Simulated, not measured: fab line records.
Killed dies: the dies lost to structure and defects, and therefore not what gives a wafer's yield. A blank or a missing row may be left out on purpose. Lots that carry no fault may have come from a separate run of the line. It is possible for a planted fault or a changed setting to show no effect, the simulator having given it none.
Matching of chambers :: flow n5Finfet :: rieDiel-02 running N5_BEOL_M13_ETCH_67: 4 sister chambers
The step etches SiARC in CF4, target depth 143 nm, time 238.3 s. 4 wafers are shown with their chamber, then 12 later ones without.

== WAFERS PAIRED WITH THEIR CHAMBERS ==
wafer: L083.5
chamber: 0
showerheadPlenumPTorr (Torr): 2.03

wafer: L085.2
chamber: 1
showerheadPlenumPTorr (Torr): 2.18

wafer: L085.3
chamber: 3
showerheadPlenumPTorr (Torr): 2.09

wafer: L085.5
chamber: 2
showerheadPlenumPTorr (Torr): 2.18

== WAFERS WITH NO CHAMBER GIVEN ==
wafer: L089.1
showerheadPlenumPTorr (Torr): 2.08

wafer: L089.3
showerheadPlenumPTorr (Torr): 2.03

wafer: L089.5
showerheadPlenumPTorr (Torr): 2.03

wafer: L088.1
showerheadPlenumPTorr (Torr): 2.03

wafer: L088.2
showerheadPlenumPTorr (Torr): 2.18

wafer: L088.3
showerheadPlenumPTorr (Torr): 2.08

wafer: L092.2
showerheadPlenumPTorr (Torr): 2.18

wafer: L092.4
showerheadPlenumPTorr (Torr): 2.18

wafer: L092.6
showerheadPlenumPTorr (Torr): 2.18

wafer: L097.2
showerheadPlenumPTorr (Torr): 2.08

wafer: L097.3
showerheadPlenumPTorr (Torr): 2.17

wafer: L097.6
showerheadPlenumPTorr (Torr): 2.08

== THE CHAMBER EACH PASSED THROUGH ==
wafer: L089.1
from the rows above: 3
in truth: 3

wafer: L089.3
from the rows above: 0
in truth: 0

wafer: L089.5
from the rows above: 0
in truth: 0

wafer: L088.1
from the rows above: 0
in truth: 0

wafer: L088.2
from the rows above: can't be placed: 1 or 2
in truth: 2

wafer: L088.3
from the rows above: 3
in truth: 3

wafer: L092.2
from the rows above: can't be placed: 1 or 2
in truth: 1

wafer: L092.4
from the rows above: can't be placed: 1 or 2
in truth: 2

wafer: L092.6
from the rows above: can't be placed: 1 or 2
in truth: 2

wafer: L097.2
from the rows above: 3
in truth: 3

wafer: L097.3
from the rows above: can't be placed: 1 or 2
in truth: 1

wafer: L097.6
from the rows above: 3
in truth: 3
Correct placement for 7 of the 12. Not placeable from these rows: 5 (in 5, the candidates include the true chamber). 0 placed wrongly.
How it was worked out, from the rows above alone: a wafer's distance from a chamber is the root of the sum, over the readings, of the square of ((its reading less the chamber's mean) divided by the reading's scatter). The wafer belongs to the nearest chamber; if the next one is less than 2 further off, it can't be placed. A chamber's mean is the mean of its shown wafers. The scatter (one wafer shown for each chamber): square how far every hidden wafer sits from the nearest shown wafer, average those squares and take the square root.
